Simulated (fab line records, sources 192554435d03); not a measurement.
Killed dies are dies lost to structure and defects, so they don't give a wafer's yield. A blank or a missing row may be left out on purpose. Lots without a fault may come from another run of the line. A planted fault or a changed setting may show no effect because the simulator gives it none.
A struck lot beside a sound one | flow n5_finfet | 36 steps out of a route of 1938
Sound: wafers L337.4, L337.5, L337.6. Struck: wafers L341.1, L341.2, L341.6. The cause comes at the end.
At each step with rows: each side's tool, then ch and its chambers, then its first start. Under that, the readings that differ: sound wafers | struck wafers | difference of the means | sigmas: that difference in standard deviations of wafers without a fault.
alike: readings whose means differ by less than 2 such deviations, and words and numbers that are the same on both sides. not compared: withheld readings, readings that some wafer has no value for, bounds like >300 that may hide the same value, and numbers for which the record gives no deviation and whose values overlap.
The two part at a step that has a row with sigmas, a row that says differs or no value, or rows on one side only. Numbers that don't overlap but have no deviation are shown without sigmas and don't part them. A reading that every wafer of one side lacks parts them only if that side has two wafers or more.

first, 12 steps without rows for these wafers: N5_BEOL_M0_SRD_111 (time 30 s); N5_BEOL_M0_DEGAS_112 (time 60 s); N5_BEOL_M0_PRE_CLEAN_113 (time 30 s); N5_BEOL_M0_ALD_136 (deposits TaN, pulse time 2 s, purge time 3 s, co reactant purge time 2 s); N5_BEOL_M0_SURFACE_TREAT_137; N5_BEOL_M0_CVD_115 (deposits Co from CCTBA/H2, time 120 s); N5_BEOL_M0_SPUTTER_116 (material Cu, target thk 4 nm, time 7.37 s); N5_BEOL_M0_ANNEAL_117 (time 60 s); N5_BEOL_M0_SPUTTER_132 (material Cu, target thk 4 nm, time 7.37 s); N5_BEOL_M0_ANNEAL_133 (time 60 s); N5_BEOL_M0_SPUTTER_134 (material Cu, target thk 4 nm, time 7.37 s); N5_BEOL_M0_ANNEAL_135 (time 60 s).
N5_BEOL_M0_SPUTTER_141: material Cu, target thk 4 nm, time 7.37 s.
  sound on pvd_sputter-03, day 6 22:08; struck on pvd_sputter-02, day 8 22:08
  alike: chuck_sensor_temp_C, throttle_valve_pct
then, 22 steps without rows for these wafers: N5_BEOL_M0_ECD_118 (material Cu, target thk 300 nm); N5_BEOL_M0_ANNEAL_119 (time 90 s); N5_BEOL_M0_CMP_120 (polishes, stops on SiOC, t overpolish 6.9 s); N5_BEOL_M0_PRE_CLEAN_131 (time 15 s); N5_BEOL_M0_CO_CAP_123 (material Co, precursor CCTBA/H2, target thk 2 nm, time 102.1 s); N5_BEOL_M0_PRE_CLEAN_124 (time 15 s); N5_BEOL_M0_DEP_125 (deposits SiCN from 3MS/NH3, target thk 8 nm, time 14 s); N5_BEOL_M1_ILD_DEP_00 (deposits SiOC from DEMS/O2, target thk 79 nm, time 15.3 s); N5_BEOL_M1_PECVD_72 (deposits SiO2 from TEOS/O2, target thk 16 nm, time 18 s); N5_BEOL_M1_HM_DEP_02 (deposits TiN, target thk 20 nm); N5_BEOL_M1_COAT_61 (time 60 s, resist thk 60 nm); N5_BEOL_M1_COAT_62 (time 60 s, resist thk 12 nm); N5_BEOL_M1_COAT_73 (time 60 s, resist thk 5 nm); N5_BEOL_M1_COAT_05 (resist thk 30 nm); N5_BEOL_M1_EBR_07; N5_BEOL_M1_SOFTBAKE_06 (time 60 s); N5_BEOL_M1_EXPOSE_08 (exposes mask M1); N5_BEOL_M1_PEB_09 (peb time 60 s); N5_BEOL_M1_DEVELOP_10 (develop time 30 s); N5_BEOL_M1_DESCUM_16 (chemistry O2, time 7 s); N5_BEOL_M1_ETCH_74 (etches underlayer in N2/H2, target depth 6.5 nm, time 5.2 s); N5_BEOL_M1_ETCH_63 (etches SiARC in CF4, target depth 15.6 nm, time 26 s).
-- the record jumps here: 6 days lie between the struck wafers' starts before and after (it left off in module BEOL_M1 and takes up again in module PASSIVATION, whose first step shown is number 1936 of the route) --
N5_PASSIVATION_PROBE_49:
  the record has rows for the struck wafers here (prober-01, day 14 21:34) and none for the sound ones

WHERE THEY PART
Only at N5_PASSIVATION_PROBE_49, within this record.

WHY: what the simulator had put in
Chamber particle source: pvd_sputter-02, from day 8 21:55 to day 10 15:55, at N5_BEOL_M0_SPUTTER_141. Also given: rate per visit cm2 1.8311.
